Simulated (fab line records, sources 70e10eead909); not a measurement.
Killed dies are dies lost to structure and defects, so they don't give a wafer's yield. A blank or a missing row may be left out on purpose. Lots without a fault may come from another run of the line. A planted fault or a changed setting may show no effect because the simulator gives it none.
Which tool did it? | flow nand_harc | 12 lots, 36 wafers sampled, at 5 steps of a route of 1159

WHAT THE GAUGES READ, wafer by wafer
NHARC_END_SORT_01. Usual: killed_at_array 26, standard deviation 9.9; killed_at_other 0.8, standard deviation 1; killed_at_periphery 2.8, standard deviation 2.2; killed_dies 29, standard deviation 9.9; killed_open 3.2, standard deviation 1.8; killed_short 2.1, standard deviation 1.4.
lot  | measured     | on        | killed_at_array | killed_at_other | killed_at_periphery | killed_dies | killed_open | killed_short | flag
L998 | day 22 00:26 | prober-02 | 43 30 31        | 0 2 0           | 1 2 3               | 44 34 34    | 3 0 4       | 1 1 0        |

WHICH TOOL RAN EACH LOT (tool, then ch and the chambers of the sampled wafers, then the start)
lot  | NHARC_A_STAIRCASE_STRIP_476        | NHARC_A_STAIRCASE_DEP_151       | NHARC_A_STAIRCASE_DEP_322       | NHARC_A_STAIRCASE_STRIP_475
L990 | rie_diel-02 ch 1,2,3, day 12 16:17 | pecvd-02 ch 0,2, day 13 07:08   | pecvd-01 ch 0,1,2, day 13 16:17 | rie_diel-07 ch 0,1,2, day 14 11:22
L989 | rie_diel-02 ch 0,1,2, day 12 22:36 | pecvd-01 ch 1,2, day 13 13:22   | pecvd-02 ch 0,1, day 13 20:20   | rie_diel-07 ch 2,3, day 14 17:58
L992 | rie_diel-07 ch 1,3, day 13 03:44   | pecvd-02 ch 0,1, day 13 13:20   | pecvd-03 ch 0,1,2, day 13 20:20 | rie_diel-07 ch 0,2,3, day 14 18:02
L994 | rie_diel-07 ch 0,2, day 13 09:52   | pecvd-02 ch 0,2, day 13 21:59   | pecvd-03 ch 0,1, day 14 05:56   | rie_diel-07 ch 1,2,3, day 15 06:30
L995 | rie_diel-02 ch 1,2, day 14 06:06   | pecvd-01 ch 0,1,2, day 14 17:58 | pecvd-01 ch 0,1,2, day 15 03:05 | rie_diel-02 ch 0,1,2, day 15 22:43
L997 | rie_diel-08 ch 0,1, day 14 12:43   | pecvd-01 ch 1,2, day 15 03:46   | pecvd-01 ch 1,2, day 15 13:11   | rie_diel-08 ch 2,3, day 16 11:59
L998 | rie_diel-08 ch 0,1,3, day 14 13:13 | pecvd-03 ch 0,2, day 15 03:37   | pecvd-03 ch 0,2, day 15 13:17   | rie_diel-07 ch 0,2,3, day 16 11:50
L999 | rie_diel-08 ch 0,1,2, day 15 00:54 | pecvd-01 ch 0,2, day 15 15:31   | pecvd-01 ch 1,2, day 15 23:25   | rie_diel-08 ch 0,2,3, day 17 00:43
L106 | rie_diel-02 ch 0,1,2, day 16 13:18 | pecvd-01 ch 0,1, day 17 01:24   | pecvd-03 ch 0,1, day 17 09:10   | rie_diel-02 ch 1,3, day 18 04:14
L108 | rie_diel-07 ch 2,3, day 17 02:12   | pecvd-02 ch 1,2, day 17 11:47   | pecvd-01 ch 0,1, day 17 19:17   | rie_diel-08 ch 0,2,3, day 18 21:53
L110 | rie_diel-08 ch 0,1, day 17 02:22   | pecvd-03 ch 0,1, day 17 11:47   | pecvd-03 ch 1,2, day 17 19:11   | rie_diel-07 ch 0,2, day 18 21:39
L109 | rie_diel-08 ch 1,2,3, day 17 08:32 | pecvd-01 ch 0,1,2, day 17 22:11 | pecvd-02 ch 0,2, day 18 09:44   | rie_diel-07 ch 0,1,2, day 19 09:50
- NHARC_A_STAIRCASE_STRIP_476: strips in O2, time 20 s.
- NHARC_A_STAIRCASE_DEP_151: deposits SiO2, target thk 3800 nm.
- NHARC_A_STAIRCASE_DEP_322: deposits SiO2, target thk 3800 nm.
- NHARC_A_STAIRCASE_STRIP_475: strips in O2, time 20 s.

WHAT THE TOOLS THEMSELVES READ (means of the sampled wafers that have a number; where no wafer has one, the mark that the record gives instead)
NHARC_A_STAIRCASE_STRIP_476. Usual: chamber_pressure_mTorr 60.00 mTorr, standard deviation 0.053; drypump_motor_current_A 5.7 A, standard deviation 0.59; oes_product_au 1.000 a.u., standard deviation 0.0084; rf_vpp_V 57.8 V, standard deviation 0.93; showerhead_plenum_p_Torr 3.56 Torr, standard deviation 0.16; throttle_valve_pct 17.037 %, standard deviation 0.0085.
lot  | tool        | chamber_pressure_mTorr (mTorr) | drypump_motor_current_A (A) | oes_product_au (a.u.) | rf_vpp_V (V) | showerhead_plenum_p_Torr (Torr) | throttle_valve_pct (%) | flag
L990 | rie_diel-02 | 60.04                          | 5.7                         | 0.995                 | 57.8         | 3.50                            | 17.040                 |
L989 | rie_diel-02 | 60.03                          | 5.8                         | 0.998                 | 58.1         | 3.66                            | 17.038                 |
L992 | rie_diel-07 | 59.99                          | 5.1                         | 0.993                 | 57.1         | 3.49                            | 17.036                 |
L994 | rie_diel-07 | 59.97                          | 4.9                         | 0.996                 | 58.2         | 3.72                            | 17.033                 |
L995 | rie_diel-02 | 59.98                          | 6.0                         | 0.992                 | 57.5         | 3.58                            | 17.027                 |
L997 | rie_diel-08 | 60.03                          | 6.1                         | 1.006                 | 57.9         | 3.63                            | 17.034                 |
L998 | rie_diel-08 | 59.97                          | 6.2                         | 1.012                 | 57.8         | 3.62                            | 17.045                 |
L999 | rie_diel-08 | 59.99                          | 6.3                         | 1.003                 | 58.2         | 3.52                            | 17.040                 |
L106 | rie_diel-02 | 60.02                          | 5.8                         | 0.993                 | 57.2         | 3.64                            | 17.039                 |
L108 | rie_diel-07 | 59.95                          | 5.6                         | 1.005                 | 57.9         | 3.38                            | 17.033                 |
L110 | rie_diel-08 | 60.06                          | 6.3                         | 1.007                 | 58.0         | 3.61                            | 17.038                 |
L109 | rie_diel-08 | 60.06                          | 6.4                         | 1.005                 | 57.9         | 3.50                            | 17.042                 |

NHARC_A_STAIRCASE_DEP_151. Usual: heater_power_w 672 W, standard deviation 82.
lot  | tool     | heater_power_w (W) | flag
L990 | pecvd-02 | 699                |
L989 | pecvd-01 | 718                |
L992 | pecvd-02 | 695                |
L994 | pecvd-02 | 732                |
L995 | pecvd-01 | 688                |
L997 | pecvd-01 | 742                |
L998 | pecvd-03 | 636                |
L999 | pecvd-01 | 679                |
L106 | pecvd-01 | 630                |
L108 | pecvd-02 | 711                |
L110 | pecvd-03 | 641                |
L109 | pecvd-01 | 703                |

NHARC_A_STAIRCASE_DEP_322. Usual: heater_power_w 665 W, standard deviation 76.
lot  | tool     | heater_power_w (W) | flag
L990 | pecvd-01 | 685                |
L989 | pecvd-02 | 728                |
L992 | pecvd-03 | 610                |
L994 | pecvd-03 | 635                |
L995 | pecvd-01 | 664                |
L997 | pecvd-01 | 733                |
L998 | pecvd-03 | 625                |
L999 | pecvd-01 | 680                |
L106 | pecvd-03 | 646                |
L108 | pecvd-01 | 675                |
L110 | pecvd-03 | 629                |
L109 | pecvd-02 | 729                |

NHARC_A_STAIRCASE_STRIP_475. Usual: chamber_pressure_mTorr 60.00 mTorr, standard deviation 0.05; drypump_motor_current_A 5.5 A, standard deviation 0.6; oes_product_au 0.998 a.u., standard deviation 0.0079; rf_vpp_V 57.9 V, standard deviation 0.95; showerhead_plenum_p_Torr 3.59 Torr, standard deviation 0.15; throttle_valve_pct 17.037 %, standard deviation 0.0099.
lot  | tool        | chamber_pressure_mTorr (mTorr) | drypump_motor_current_A (A) | oes_product_au (a.u.) | rf_vpp_V (V) | showerhead_plenum_p_Torr (Torr) | throttle_valve_pct (%) | flag
L990 | rie_diel-07 | 59.96                          | 4.9                         | 0.992                 | 57.5         | 3.64                            | 17.042                 |
L989 | rie_diel-07 | 60.03                          | 5.3                         | 0.996                 | 57.3         | 3.47                            | 17.041                 |
L992 | rie_diel-07 | 59.97                          | 5.2                         | 1.001                 | 58.0         | 3.55                            | 17.041                 |
L994 | rie_diel-07 | 60.00                          | 5.2                         | 0.998                 | 57.3         | 3.47                            | 17.045                 |
L995 | rie_diel-02 | -                              | -                           | -                     | -            | -                               | -                      | OFF
L997 | rie_diel-08 | 60.02                          | 6.4                         | 1.009                 | 57.0         | 3.51                            | 17.040                 |
L998 | rie_diel-07 | -                              | -                           | -                     | -            | -                               | -                      | OFF
L999 | rie_diel-08 | 59.99                          | 6.2                         | 0.999                 | 56.6         | 3.51                            | 17.036                 |
L106 | rie_diel-02 | 60.01                          | 5.3                         | 0.993                 | 57.6         | 3.66                            | 17.034                 |
L108 | rie_diel-08 | 59.95                          | 6.2                         | 1.006                 | 57.9         | 3.50                            | 17.039                 |
L110 | rie_diel-07 | 60.03                          | 4.9                         | 1.000                 | 57.9         | 3.69                            | 17.040                 |
L109 | rie_diel-07 | 60.04                          | 4.8                         | 1.006                 | 57.1         | 3.61                            | 17.039                 |

THE ANSWER, worked out from the rows above alone
Rule: a lot is off if the mean of its wafers that have a number lies more than 3 standard deviations from the usual mean. A lot without any number at a reading at which 4 lots or more have one is off too. The other lots that the step has rows for count as sound. The gauges are gone through in route order, then the tools' own readings, and for those a lot's mean is taken as printed above. The first step at which some lot is off is used, and at that step the reading that is off furthest; a lot without a number counts as furthest.
Off: L995, L998, at NHARC_A_STAIRCASE_STRIP_475 (chamber_pressure_mTorr). Without a number there: L995, L998.
A tool fits if, at that step or a process step before it, it ran every lot that is off, and no sound lot after the first of them. None of those tried fits.

WHAT THE SIMULATOR HAD PUT IN
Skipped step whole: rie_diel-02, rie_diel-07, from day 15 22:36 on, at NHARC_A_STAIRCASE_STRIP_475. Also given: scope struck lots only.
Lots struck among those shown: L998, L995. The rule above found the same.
